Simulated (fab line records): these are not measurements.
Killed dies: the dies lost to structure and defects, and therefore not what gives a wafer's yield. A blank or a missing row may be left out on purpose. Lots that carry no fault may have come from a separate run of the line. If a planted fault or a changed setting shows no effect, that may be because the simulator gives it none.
fab line records	flow nand-harc
[record] lots = 12	wafers = 36	last-day = 34
route steps=1302 shown A_CHANNEL_HOLE_D2@607 A_CHANNEL_FILL_D2@619 A_STAIRCASE@639 END@1302
lots with no fault: from the same line, run without faults
start-h: hours from the record's opening day to when the first of the lot's shown wafers began	wait-h: time in hours since the lot's previous step	" same as the row above	L1.1+2: one row covering several wafers at once	- no value present, or no start provided	* or withheld: withheld	< > ~ a bound
route shown NAME@n: names a module that has steps shown in the file, with the first one's number in the route	usual: average and standard deviation across the fault-free wafers	same: alike in all rows	chamber/n: place in a boat	sites: the reading at each site	_std_site: how widely they spread, as a standard deviation	_edge_site: the outer-site mean with the inner-site mean subtracted	radius-mm: for every site, how far away it sits from the centre of the wafer	mask NAME#n: copy n	behind: the last tool/chamber to shape the wafer	hold: why the lot was held/for how many hours/how that ended	device: transistor that didn't switch, given as n, p or np	end of line: at the end of the route, the tests of the same wafers	a step without rows: its recipe alone	killed: at the first sort, the dies lost to defects and structure; wafer yield is something else	map: the dies of a wafer, with x for killed, . for not killed, _ for no die there
set.NAME: the setting the step ran with; set.NAME@STEP: the setting that earlier step ran with	model.NAME: the simulator's own value behind a step, which no gauge read
a sample of lots followed through the steps of the route, with each step as a table and each wafer as a row
services: the hour from which a tool's chamber was out of use, counted from the record's first day as start-h (under 0 if before that day), plus the number of hours and why
[[steps]]
[step NHARC_A_CHANNEL_HOLE_D2_CD_MEAS_31]
[usual] cd-nm = 90.3/0.9
lot.wafer	tool	chamber	start-h	wait-h	cd-nm
L992.1	cd-sem-01	-	315.95	-	89.5
L992.4	"	-	"	"	90.9
L992.6	"	-	"	"	89.5
L993.1	cd-sem-03	-	328.08	-	89.4
L993.3	"	-	"	"	89.6
L993.5	"	-	"	"	90.8
L995.1	cd-sem-02	-	350.06	-	90.4
L995.4	"	-	"	"	90.5
L995.5	"	-	"	"	90.6
L101.1	cd-sem-02	-	425.40	-	91.3
L101.2	"	-	"	"	90.6
L101.5	"	-	"	"	91.0
L102.2	cd-sem-01	-	426.12	-	89.8
L102.4	"	-	"	"	91.5
L102.6	"	-	"	"	90.2
L103.2	cd-sem-03	-	437.97	-	91.0
L103.3	"	-	"	"	89.5
L103.5	"	-	"	"	91.4
L105.2	cd-sem-02	-	448.05	-	88.1
L105.3	"	-	"	"	89.7
L105.4	"	-	"	"	89.6
L106.2	cd-sem-02	-	469.31	-	89.7
L106.3	"	-	"	"	90.0
L106.4	"	-	"	"	89.5
L107.2	cd-sem-01	-	475.86	-	90.5
L107.4	"	-	"	"	89.0
L107.5	"	-	"	"	90.1
L111.1	cd-sem-01	-	519.57	-	89.6
L111.3	"	-	"	"	90.2
L111.5	"	-	"	"	90.2
L113.1	cd-sem-01	-	535.45	-	91.0
L113.4	"	-	"	"	91.1
L113.5	"	-	"	"	90.1
L112.2	cd-sem-01	-	537.55	-	90.6
L112.5	"	-	"	"	90.5
L112.6	"	-	"	"	89.8
[step NHARC_A_CHANNEL_FILL_D2_ETCHBACK_19]
[recipe] target-depth-a = 50	time-s = 1.7	hbr-flow-sccm = 150	cl2-flow-sccm = 50	rf-w = 400	icp-w = 400	bias-w = 100	chemistry = HBr/Cl2
[usual] drypump-motor-current-A = 5.6/0.45	he-backside-leak-sccm = 2.8/0.3	oes-product-au = 1.000/0.0083	throttle-valve-pct = 26.406/0.0075
lot.wafer	tool	chamber	start-h	wait-h	drypump-motor-current-A	he-backside-leak-sccm	oes-product-au	rf-hours-counter-h	throttle-valve-pct
L992.1	rie-si-06	1	342.43	0.4	6.1	2.6	1.003	0.6	26.406
L992.4	"	2	"	"	6.1	2.9	1.015	0.6	26.419
L992.6	"	1	"	"	6.1	2.9	1.009	-	26.409
L993.3	rie-si-01	2	353.84	0.4	6.0	2.5	0.999	0.7	26.414
L993.1	"	3	"	"	5.3	2.7	0.997	0.8	26.414
L993.5	"	3	"	"	5.3	2.6	1.000	-	26.404
L995.1	rie-si-05	1	374.90	0.4	5.1	2.9	0.991	0.3	26.408
L995.4	"	3	"	"	5.5	2.8	0.983	0.2	26.414
L995.5	"	0	"	"	5.0	2.8	0.984	-	26.397
L101.1	rie-si-06	0	454.49	0.4	5.0	2.3	1.005	0.2	26.396
L101.2	"	2	"	"	6.1	2.7	0.997	0.1	26.399
L101.5	"	0	"	"	5.0	2.2	1.011	-	26.399
L102.2	rie-si-01	3	454.49	0.4	5.4	2.9	1.002	0.4	26.416
L102.4	"	1	"	"	6.2	2.5	0.990	0.4	26.395
L102.6	"	0	"	"	5.7	2.9	0.992	-	26.405
L103.3	rie-si-06	0	466.90	0.4	4.9	2.3	1.006	0.3	26.398
L103.2	"	1	"	"	6.2	2.6	0.998	0.2	26.403
L103.5	"	0	"	"	5.0	2.4	1.003	-	26.404
L105.2	rie-si-06	1	473.30	0.4	6.1	2.7	1.000	0.3	26.406
L105.3	"	2	"	"	6.0	3.1	1.001	0.2	26.406
L105.4	"	3	"	"	5.9	2.9	1.020	0.3	26.391
L106.2	rie-si-05	3	494.39	0.4	5.5	3.0	0.989	0	26.415
L106.4	"	0	"	"	5.0	2.9	0.991	0	26.426
L106.3	"	1	"	"	5.0	2.7	0.994	0	26.396
L107.2	rie-si-05	3	501.68	0.4	5.4	2.8	0.997	0.0	26.418
L107.5	"	1	"	"	5.1	2.8	1.013	-	26.405
L107.4	"	3	"	"	5.4	2.8	1.004	-	26.402
L111.1	rie-si-05	0	541.42	0.4	5.0	2.9	0.988	0.2	26.406
L111.3	"	1	"	"	5.0	2.8	0.994	0.3	26.404
L111.5	"	1	"	"	5.0	2.7	1.000	-	26.394
L112.2	rie-si-05	3	559.84	0.4	5.4	2.9	1.006	0.4	26.417
L112.5	"	3	"	"	5.5	3.0	1.004	-	26.403
L112.6	"	2	"	"	6.0	2.8	1.001	-	26.407
L113.1	rie-si-06	1	559.85	0.4	6.1	2.8	1.004	0.9	26.407
L113.4	"	2	"	"	6.1	3.0	0.997	0.8	26.400
L113.5	"	1	"	"	6.2	2.7	1.002	-	26.392
[step NHARC_A_STAIRCASE_DEP_156]
[recipe] target-thk-a = 500	temp-c = 400	target-thk-nm = 50	flow-sccm = 200	rf-w = 450	material = SiNx
[usual] heater-power-w = 720/96
lot.wafer	tool	chamber	start-h	wait-h	heater-power-w
L992.1	pecvd-04	0	369.70	0.1	787
L992.6	"	2	"	"	600
L992.4	"	0	"	"	757
L993.3	pecvd-02	2	378.85	0.5	858
L993.1	"	0	"	"	719
L993.5	"	0	"	"	738
L995.1	pecvd-02	2	399.36	0.1	871
L995.5	"	0	"	"	773
L995.4	"	2	"	"	900
L102.2	pecvd-02	2	478.68	0.1	837
L102.4	"	0	"	"	817
L102.6	"	1	"	"	757
L101.1	pecvd-04	0	478.79	0.1	822
L101.2	"	1	"	"	739
L101.5	"	2	"	"	576
L103.2	pecvd-04	0	490.50	0.1	685
L103.3	"	2	"	"	576
L103.5	"	2	"	"	574
L105.3	pecvd-04	0	497.30	0.1	795
L105.2	"	1	"	"	714
L105.4	"	2	"	"	505
L106.3	pecvd-03	0	518.61	0.1	698
L106.2	"	2	"	"	621
L106.4	"	0	"	"	732
L107.2	pecvd-03	1	529.54	0.1	646
L107.5	"	2	"	"	683
L107.4	"	0	"	"	783
L111.1	pecvd-04	0	564.93	0.1	700
L111.3	"	2	"	"	533
L111.5	"	2	"	"	518
L113.1	pecvd-04	0	586.20	0.1	754
L113.5	"	1	"	"	757
L113.4	"	0	"	"	763
L112.2	pecvd-03	0	586.37	0.1	845
L112.5	"	1	"	"	608
L112.6	"	0	"	"	841
[step NHARC_A_STAIRCASE_ETCH_170]
[recipe] target-depth-a = 2000	time-s = 66.667	ion-energy-ev = 250	c4f6-flow-sccm = 25	o2-flow-sccm = 20	ar-flow-sccm = 500	rf-w = 600	bias-w = 500	chemistry = C4F6/O2
[usual] bias-w = 500.1/1.4	c4f6-flow-sccm = 24.99/0.078	drypump-motor-current-A = 5.8/0.53	oes-product-au = 0.973/0.014	rf-vpp-V = 546/3.5	showerhead-plenum-p-Torr = 3.88/0.16	throttle-valve-pct = 26.903/0.009
lot.wafer	tool	chamber	start-h	wait-h	bias-w	c4f6-flow-sccm	drypump-motor-current-A	oes-product-au	rf-hours-counter-h	rf-vpp-V	showerhead-plenum-p-Torr	throttle-valve-pct
L992.1	rie-diel-07	1	370.83	-	498.9	25.08	6.1	0.967	23	551	4.17	26.897
L992.4	"	0	"	"	500.1	24.89	6.1	0.977	20	548	3.99	26.902
L992.6	"	1	"	"	500.8	25.12	6.1	0.971	-	551	4.17	26.895
L993.1	rie-diel-02	3	380.04	-	498.3	24.92	5.4	0.985	48	546	3.89	26.895
L993.3	"	0	"	"	501.5	24.95	4.9	0.978	51	541	3.64	26.906
L993.5	"	3	"	"	501.4	24.94	5.4	0.982	-	547	3.89	26.893
L995.1	rie-diel-07	1	400.53	-	498.8	25.00	6.1	0.960	34	553	4.17	26.913
L995.5	"	1	"	"	502.1	25.00	6.1	0.970	-	553	4.17	26.903
L995.4	"	0	"	"	500.5	25.08	6.0	0.975	-	551	3.98	26.893
L102.2	rie-diel-04	3	479.90	-	-	-	-	-	-	-	-	-
L102.4	"	0	"	"	-	-	-	-	-	-	-	-
L102.6	"	1	"	"	-	-	-	-	-	-	-	-
L101.2	rie-diel-04	0	480.25	-	-	-	-	-	-	-	-	-
L101.1	"	1	"	"	-	-	-	-	-	-	-	-
L101.5	"	2	"	"	-	-	-	-	-	-	-	-
L103.3	rie-diel-07	1	491.68	-	498.1	24.99	6.1	0.962	2	551	4.15	26.924
L103.2	"	2	"	"	502.4	24.83	6.5	0.979	2	548	3.93	26.890
L103.5	"	1	"	"	499.8	24.91	6.1	0.966	-	553	4.15	26.907
L105.3	rie-diel-07	3	498.44	-	500.8	24.93	5.1	0.980	3	545	3.79	26.907
L105.2	"	0	"	"	504.4	25.01	6.1	0.989	3	548	3.97	26.910
L105.4	"	2	"	"	500.8	24.96	6.5	0.982	3	547	3.93	26.902
L106.3	rie-diel-04	3	519.67	-	498.1	25.04	6.0	0.966	56	543	3.81	26.916
L106.2	"	0	"	"	499.3	25.06	6.0	0.974	63	542	3.66	26.893
L106.4	"	1	"	"	501.1	24.95	6.7	0.989	56	550	4.01	26.901
L107.4	rie-diel-04	0	530.73	-	498.3	25.12	6.1	0.972	69	541	3.66	26.907
L107.2	"	1	"	"	499.9	24.82	6.8	0.986	60	550	4.01	26.886
L107.5	"	3	"	"	497.4	24.94	6.1	0.974	-	545	3.80	26.896
L111.3	rie-diel-04	0	566.60	-	497.7	24.97	6.1	0.928	5	554	4.22	26.919
L111.1	"	1	"	"	497.5	25.03	6.7	0.916	6	548	4.01	26.910
L111.5	"	2	"	"	499.8	24.86	6.3	0.919	-	544	3.77	26.885
L113.1	rie-diel-04	1	587.36	-	499.4	25.02	6.8	0.973	16	548	4.00	26.901
L113.4	"	1	"	"	500.2	24.90	6.8	0.981	-	549	4.00	26.914
L113.5	"	3	"	"	503.4	24.97	6.0	0.970	-	544	3.80	26.908
L112.2	rie-diel-02	1	587.62	-	498.4	24.97	5.7	0.975	1	545	3.77	26.903
L112.6	"	3	"	"	499.3	24.97	5.4	0.988	-	544	3.85	26.905
L112.5	"	0	"	"	501.6	25.08	4.9	0.981	-	552	4.19	26.902
[step NHARC_END_SORT_01]
[recipe] temp-c = 25
[usual] killed-at-array = 53/21	killed-at-other = 1.0/1.3	killed-at-periphery = 3.8/2.4	killed-dies = 58/21	killed-open = 3.4/1.9	killed-short = 2.4/1.5
[same] gross-dies = 677
lot.wafer	tool	chamber	start-h	wait-h	killed-at-array	killed-at-other	killed-at-periphery	killed-dies	killed-open	killed-short
L101.1	prober-01	0	691.53	2.5	672	1	4	677	8	3
L101.2	prober-01	0	692.32	2.8	673	0	4	677	7	3
L101.5	prober-01	0	694.72	3.7	672	0	5	677	5	1
L102.2	prober-02	0	692.30	2.8	668	0	9	677	1	2
L102.4	prober-02	0	693.89	3.4	672	0	5	677	1	4
L102.6	prober-02	0	695.47	4.0	670	2	5	677	4	0
L103.2	prober-01	0	712.35	2.8	40	0	8	48	6	4
L103.5	prober-01	0	714.69	3.6	42	0	7	49	3	3
// killed by level:class
L101.1 A_STAIRCASE:area-etch=648 A_CHANNEL_HOLE_D1:chamber-film-flake=8 A_CONTACT:chamber-film-flake=5 P_M0:geometric-particle:open=3 A_CHANNEL_FILL_D2:geometric-particle:open=2 A_CHANNEL_FILL_D1:geometric-particle:open=1 A_CHANNEL_FILL_D1:geometric-particle:short=1 A_ONON_D2:geometric-particle:open=1
L102.2 A_STAIRCASE:area-etch=610 A_SLIT:chamber-film-flake=21 A_STAIRCASE:chamber-film-flake=11 A_CHANNEL_HOLE_D2:chamber-film-flake=9 P_BONDPAD:chamber-film-flake=5 A_CHANNEL_HOLE_D1:chamber-film-flake=5 A_CONTACT:chamber-film-flake=3 P_M1:chamber-film-flake=2
L101.2 A_STAIRCASE:area-etch=647 A_CONTACT:chamber-film-flake=6 A_CHANNEL_FILL_D2:geometric-particle:short=3 A_STAIRCASE:chamber-film-flake=3 A_SLIT:chamber-film-flake=3 A_CHANNEL_FILL_D2:geometric-particle:open=2 P_GATE:chamber-film-flake=2 A_CHANNEL_HOLE_D1:chamber-film-flake=2
L102.4 A_STAIRCASE:area-etch=607 A_SLIT:chamber-film-flake=22 A_CHANNEL_HOLE_D2:chamber-film-flake=11 A_STAIRCASE:chamber-film-flake=10 A_CHANNEL_HOLE_D1:chamber-film-flake=5 A_CHANNEL_FILL_D1:chamber-film-flake=3 A_WL_FILL:chamber-film-flake=3 A_CONTACT:chamber-film-flake=3
L101.5 A_STAIRCASE:area-etch=650 A_CHANNEL_HOLE_D1:chamber-film-flake=6 A_CONTACT:chamber-film-flake=4 A_STAIRCASE:chamber-film-flake=3 A_SLIT:chamber-film-flake=3 P_CONTACT:geometric-particle:open=2 P_GATE:chamber-film-flake=2 A_CHANNEL_FILL_D2:chamber-film-flake=2
L102.6 A_STAIRCASE:area-etch=619 A_SLIT:chamber-film-flake=16 A_STAIRCASE:chamber-film-flake=10 A_CHANNEL_HOLE_D2:chamber-film-flake=9 A_CHANNEL_HOLE_D1:chamber-film-flake=6 P_BONDPAD:chamber-film-flake=3 A_CONTACT:chamber-film-flake=3 A_BONDPAD:chamber-film-flake=3
L103.2 A_CHANNEL_HOLE_D2:chamber-film-flake=15 A_CONTACT:chamber-film-flake=6 A_CHANNEL_HOLE_D1:chamber-film-flake=4 P_CONTACT:chamber-film-flake=3 A_ONON_D1:geometric-particle:open=2 P_STI:chamber-film-flake=2 A_SLIT:chamber-film-flake=2 A_WL_FILL:chamber-film-flake=2
L103.5 A_CHANNEL_HOLE_D2:chamber-film-flake=20 A_CHANNEL_HOLE_D1:chamber-film-flake=7 P_STI:chamber-film-flake=3 A_SLIT:chamber-film-flake=3 A_WL_FILL:chamber-film-flake=3 A_CONTACT:chamber-film-flake=3 A_WL_FILL:geometric-particle:short=2 P_CONTACT:chamber-film-flake=2
[[services]]
tool	chamber	start-h	hours	kind
rie-si-05	-	318.84	16.5	repair
rie-si-06	-	322.90	0.5	repair
rie-si-06	3	328.25	3.7	repair
pecvd-02	0	346.57	7.1	repair
rie-si-05	-	352.10	0.3	repair
rie-diel-04	-	356.06	9.0	pm
pecvd-03	-	366.37	13.0	pm
pecvd-02	-	379.51	0.3	repair
rie-diel-07	3	400.91	2.5	repair
rie-si-05	-	404.99	0.1	repair
rie-si-05	3	417.00	1.2	repair
rie-si-06	-	426.00	9.0	pm
rie-diel-04	1	437.29	2.6	repair
pecvd-04	-	452.41	13.0	pm
rie-diel-07	1	452.42	8.5	repair
rie-diel-07	-	473.40	9.0	pm
rie-si-06	-	478.19	7.1	repair
rie-si-05	-	482.05	9.0	pm
rie-si-05	0	497.42	23.1	repair
rie-diel-07	-	510.32	0.1	repair
rie-diel-04	-	533.09	9.0	pm
rie-diel-07	0	544.77	7.0	repair
rie-si-05	0	551.88	8.3	repair
rie-si-05	0	580.87	6.5	repair
[[key]]
[first-sign] step = NHARC_A_STAIRCASE_ETCH_170	reading = tool-record	direction = missing
[effect] step = NHARC_END_SORT_01	reading = killed-dies	direction = up	sigmas = 30	usual = 58	struck = 677
[more-kills-born-at] NHARC_A_STAIRCASE_ETCH_170@rie-diel-04 = 3786
met-at NHARC_A_STAIRCASE_ETCH_170
struck-lots L101,L102
later-rows-left-out L101.1,L101.2,L101.5,L102.2,L102.4,L102.6
tester-left-out L101,L102
not-acting-at NHARC_A_CHANNEL_HOLE_D2_CD_MEAS_31,NHARC_A_CHANNEL_FILL_D2_ETCHBACK_19,NHARC_A_STAIRCASE_DEP_156
[fault] kind = skipped-step-whole	tool = rie-diel-04	chamber = -	onset-h = 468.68	steps = NHARC_A_STAIRCASE_ETCH_170	scope = struck-lots-only
// tester-left-out: of these lots the tester's yield and bins aren't shown, on N5 and GAA mostly nor the transistor test; their killed dies are dies lost to structure and defects alone, not to doping, threshold or leakage, so they don't give the yield
// later-rows-left-out: the simulator's readings of these wafers behind a module that went badly wrong aren't trusted and aren't shown, but for the sort
